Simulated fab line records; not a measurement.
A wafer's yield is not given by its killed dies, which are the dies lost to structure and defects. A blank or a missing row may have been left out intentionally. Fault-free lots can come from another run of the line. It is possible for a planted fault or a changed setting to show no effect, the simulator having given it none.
The tool behind it: which one? | flow nand_harc | Sampling: 6 lots, 18 wafers, 2 of 1302 route steps

== WHAT THE GAUGES READ, wafer by wafer ==
NHARC_P_STI_OVL_MEAS_10.
lot  | measured     | on         | overlay_x_nm (nm)
L366 | day 4 00:38  | overlay-02 | -4 -4 -4
L368 | day 5 00:58  | overlay-02 | -8 -7 -7
L372 | day 6 14:38  | overlay-01 | -12 -12 -12
L376 | day 8 04:53  | overlay-01 | -5 -5 -6
L383 | day 11 03:01 | overlay-01 | 1 1 1
L386 | day 12 09:56 | overlay-01 | 2 2 2

== TOOL THAT RAN EACH LOT (tool first, then ch and the chambers of the sampled wafers, then the start) ==
lot  | NHARC_P_ZERO_WELL_DESCUM_54
L366 | rie_diel-04 ch 0,1,2, day 3 07:53
L368 | rie_diel-12 ch 0,1,3, day 4 05:53
L372 | rie_diel-04 ch 0,2, day 5 19:47
L376 | rie_diel-12 ch 0,1, day 7 12:02
L383 | rie_diel-04 ch 0,1, day 10 10:05
L386 | rie_diel-12 ch 0,2,3, day 11 15:49
- NHARC_P_ZERO_WELL_DESCUM_54: chemistry O2, time 3 s.

== THE ANSWER, worked out from the rows above alone ==
Rule: the lots themselves supply what counts as usual. The widest of any qualifying gaps counts: lots, ordered by their means at a reading, are off when they make up no more than a third of the lots, leave a main group of 4 or more, and stand apart from it by 3 or more times the standard deviation of that group's means. Not used: any main group whose means are identical at the precision the tables above print for the reading. A lot without any number at a reading at which 4 lots or more have one is off too. All remaining lots with rows at the step are treated as sound.
Nothing can be told from this: no lot is off at any reading shown.

== WHAT THE SIMULATOR HAD PUT IN ==
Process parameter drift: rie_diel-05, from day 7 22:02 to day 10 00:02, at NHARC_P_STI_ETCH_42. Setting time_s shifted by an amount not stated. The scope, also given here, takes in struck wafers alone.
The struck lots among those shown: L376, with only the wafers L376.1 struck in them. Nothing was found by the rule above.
